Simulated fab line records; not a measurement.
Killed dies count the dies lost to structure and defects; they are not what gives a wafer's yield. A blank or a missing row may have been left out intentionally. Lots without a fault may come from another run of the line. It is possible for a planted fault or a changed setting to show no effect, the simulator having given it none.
Chamber matching	flow n5Finfet	pecvd-04 running N5_BEOL_M11_DEP_56: 3 sister chambers
The step deposits SiCN from 3MS/NH3, target thk 30 nm, time 10.5 s. 3 wafers are shown with their chamber, then 12 later ones without.

## WAFERS, EACH WITH ITS CHAMBER
wafer	chamber	throttleValvePct (%)
L084.3	0	18.5
L087.2	2	17.3
L087.6	1	19.1

## WAFERS WHOSE CHAMBER IS MISSING
wafer	throttleValvePct (%)
L090.2	17.3
L090.3	19.0
L090.6	17.5
L094.1	18.5
L094.3	19.0
L094.4	17.4
L095.1	19.1
L095.3	17.2
L095.6	19.1
L097.2	18.3
L097.3	19.0
L097.6	17.4

## EACH ONE'S CHAMBER
wafer	from the rows above	in truth
L090.2	2	2
L090.3	1	1
L090.6	2	2
L094.1	0	0
L094.3	1	1
L094.4	2	2
L095.1	1	1
L095.3	2	2
L095.6	1	1
L097.2	0	0
L097.3	1	1
L097.6	2	2
Placed correctly: 12 of 12. Number that these rows cannot place: 0. Placed wrongly: 0.
How it was worked out, from the rows above alone: a wafer's distance from a chamber is the root of the sum, over the readings, of the square of ((its reading less the chamber's mean) divided by the reading's scatter). The wafer belongs to the nearest chamber; if the next one is less than 2 further off, it can't be placed. For every chamber, the mean is computed from those of its wafers that are shown. The scatter: with one shown wafer a chamber, the root of the mean of the squares of how far each hidden wafer lies from its nearest shown one.
